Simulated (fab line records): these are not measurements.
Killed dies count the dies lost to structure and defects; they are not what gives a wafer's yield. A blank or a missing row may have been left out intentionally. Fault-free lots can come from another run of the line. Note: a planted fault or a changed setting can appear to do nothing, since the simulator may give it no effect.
Chamber matching -- flow nandHarc -- rieDiel-12 running NHARC_A_STAIRCASE_TRIM_196: 4 sister chambers
The step chemistry O2, time 211.2 s. 4 wafers are shown with their chamber, then 9 later ones without.

== WAFERS PAIRED WITH THEIR CHAMBERS ==
wafer,chamber,showerheadPlenumPTorr (Torr)
L089.1,0,3.43
L091.2,2,3.59
L091.3,1,3.39
L091.5,3,3.59

== WAFERS WITH NO CHAMBER GIVEN ==
wafer,showerheadPlenumPTorr (Torr)
L093.2,3.39
L093.4,3.59
L093.5,3.59
L095.3,3.42
L095.4,3.38
L095.6,3.38
L097.1,3.41
L097.4,3.58
L097.5,3.38

== EACH ONE'S CHAMBER ==
wafer,from the rows above,in truth
L093.2,1,1
L093.4,can't be placed: 2 or 3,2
L093.5,can't be placed: 2 or 3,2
L095.3,can't be placed: 0 or 1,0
L095.4,1,1
L095.6,1,1
L097.1,can't be placed: 0 or 1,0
L097.4,can't be placed: 2 or 3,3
L097.5,1,1
Correct placement for 4 of the 9. These rows do not allow placing 5 (true chamber among the candidates in 5). Wrongly placed: 0.
How it was worked out, from the rows above alone: a wafer's distance from a chamber is the root of the sum, over the readings, of the square of ((its reading less the chamber's mean) divided by the reading's scatter). The wafer belongs to the nearest chamber; if the next one is less than 2 further off, it can't be placed. Each chamber's mean is taken over the wafers shown for it. The scatter: root of mean squared gap, hidden wafer to nearest shown wafer, with one shown wafer a chamber.
